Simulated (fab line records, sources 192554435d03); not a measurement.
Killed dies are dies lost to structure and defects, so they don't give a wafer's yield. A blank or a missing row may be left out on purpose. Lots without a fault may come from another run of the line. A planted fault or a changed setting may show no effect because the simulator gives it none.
One fault seen from 3 desks | flow n5_finfet | each desk has only its own numbers; what lay behind them comes last

THE TOOL OWNER'S DESK: ald_sin-04
The tool's own readings at N5_SPACER0_ALD_07 (deposits SiNx, target thk 2 nm): means of the sampled wafers that have a number, for each lot that ran on this tool. A lot is out of limits, marked OUT, if its mean lies more than 4 standard deviations from the usual mean; the brackets give that distance.
Columns: A = chamber_pressure_Torr at N5_SPACER0_ALD_07, usual 2.000 Torr; B = heater_power_w at N5_SPACER0_ALD_07, usual 845 W
lot  | first seen here | A     | B
L489 | day 3 03:28     | 2.003 | 914
L496 | day 4 19:20     | 2.002 | 862
This desk's finding: nothing out of limits on any of the 2 lots.

THE METROLOGY DESK
What the gauges read, lot by lot, whatever tool the lot ran on: means of the sampled wafers that have a number. A lot is out of limits, marked OUT, if its mean lies more than 4 standard deviations from the usual mean; the brackets give that distance.
Columns: A = cd_nm at N5_DUMMY_GATE_CD_MEAS_24, usual 14.9 nm; B = cd_nm at N5_SD_EPI_N_CD_MEAS_09, usual 120.2 nm; C = SD_N_BLK_OVL at N5_SD_EPI_N_OVL_MEAS_10, usual -0.2 nm
lot  | first seen here | A    | B     | C
L489 | day 3 03:05     | 15.2 | 120.2 | 0.2
L496 | day 4 19:02     | 14.8 | 120.3 | -1.1
L501 | day 6 04:44     | 14.4 | 120.2 | -0.5
L502 | day 6 09:10     | 14.7 | 119.9 | 0.5
L506 | day 7 05:34     | 14.7 | 121.0 | 0.2
This desk's finding: nothing out of limits on any of the 5 lots.

THE DEFECT DESK
What the inspections along the route counted, lot by lot: means of the sampled wafers that have a number. A lot is out of limits, marked OUT, if its mean lies more than 4 standard deviations from the usual mean; the brackets give that distance.
Columns: A = raw_defect_count at N5_DUMMY_GATE_INSPECT_27, usual 310; B = raw_defect_count at N5_SPACER0_INSPECT_04, usual 149; C = raw_defect_count at N5_SD_EPI_N_INSPECT_11, usual 1.9
lot  | first seen here | A   | B   | C
L489 | day 3 03:26     | 403 | 230 | 2.0
L496 | day 4 19:19     | 346 | 158 | 0.0
L501 | day 6 05:01     | 367 | 188 | 1.7
L502 | day 6 09:28     | 229 | 125 | 1.0
L506 | day 7 06:02     | 453 | 170 | 1.7
This desk's finding: nothing out of limits on any of the 5 lots.

PUT TOGETHER
The tool owner's desk saw nothing out of limits.
The metrology desk saw nothing out of limits.
The defect desk saw nothing out of limits.

WHAT THE SIMULATOR HAD PUT IN
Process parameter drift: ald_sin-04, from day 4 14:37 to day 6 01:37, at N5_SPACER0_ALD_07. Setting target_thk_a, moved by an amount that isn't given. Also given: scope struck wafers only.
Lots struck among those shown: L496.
